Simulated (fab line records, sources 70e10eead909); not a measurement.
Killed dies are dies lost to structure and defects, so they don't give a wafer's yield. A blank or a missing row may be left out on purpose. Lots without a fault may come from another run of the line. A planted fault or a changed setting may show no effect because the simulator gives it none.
Problem report in the 8D (eight disciplines) form, filled by code | flow nand_harc | the parts of the form that need people (team, actions taken, sign-off) are left out

1. THE PROBLEM
exposure_dose_mJ_cm2 at NHARC_A_CHANNEL_HOLE_D1_EXPOSE_07 reads a mean of 62.04 on 9 wafers of 3 lots; wafers without a fault read 59.66 with a standard deviation of 0.058. That is +41 standard deviations from the usual mean.
The step: exposes mask HOLE D1, target cd 100 nm.
First seen on wafer L291.1, day 13 07:29, on arfi_scanner-03. The record holds 36 wafers of 12 lots with a number at this step. Rule for "out", or "out of limits": more than 4 standard deviations from the usual mean. The other wafers with a number count as sound.

2. WHAT IT IS AND WHAT IT IS NOT
question                    | is                     | is not
which readings at this step | exposure_dose_mJ_cm2   | reticle_temp_C
which lots                  | L291, L293, L294       | L281, L283, L286, L287, L288, L295, L298, L301, L302
which wafers of those lots  | all that have a number | -
read on which tools         | arfi_scanner-03        | arfi_scanner-01, arfi_scanner-02
when                        | from day 13 07:29      | up to then (15 sound wafers); but 12 sound wafers of L295, L298, L301, L302 came after

3. SUSPECTS, AND WHAT RULES EACH OUT
Counting: a tool at a process step up to the reading stays a suspect if it ran every lot that is out and no sound lot after the first of them.
- arfi_scanner-03 at NHARC_A_CHANNEL_HOLE_D1_EXPOSE_07 (exposes mask HOLE D1, target cd 100 nm): kept. It ran every lot that is out, first L291 (day 13 07:29), and no sound lot after that; its last sound lot up to then is L288 (day 12 04:03). Its own readings are out on those wafers: exposure_dose_mJ_cm2.
Left after counting: arfi_scanner-03 at NHARC_A_CHANNEL_HOLE_D1_EXPOSE_07.

4. THE CAUSE (what the simulator had put in)
Process parameter drift: arfi_scanner-03, from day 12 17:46 on, at NHARC_A_CHANNEL_HOLE_D1_EXPOSE_07. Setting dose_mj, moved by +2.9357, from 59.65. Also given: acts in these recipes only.
Counting left only this tool.

5. THE CHAIN OF EFFECTS, in route order
Each row: a reading whose mean over the struck wafers that have a number lies more than 3 standard deviations from the usual. Only readings for which the record gives a usual standard deviation are gone through. hours: the time from each lot's start at the first step in this table that gives one to its start at this step, as a median over the lots. sigmas: the change in usual standard deviations.
hours | step                              | reading              | usual | on struck wafers | change | sigmas
0     | NHARC_A_CHANNEL_HOLE_D1_EXPOSE_07 | exposure_dose_mJ_cm2 | 59.66 | 62.04            | +2.38  | +41
The process steps in it:
- NHARC_A_CHANNEL_HOLE_D1_EXPOSE_07: exposes mask HOLE D1, target cd 100 nm.

6. WHAT WOULD HAVE CAUGHT IT SOONER
In this record the first reading out of limits was taken at day 13 07:29, 14 hours after the fault began at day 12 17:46.
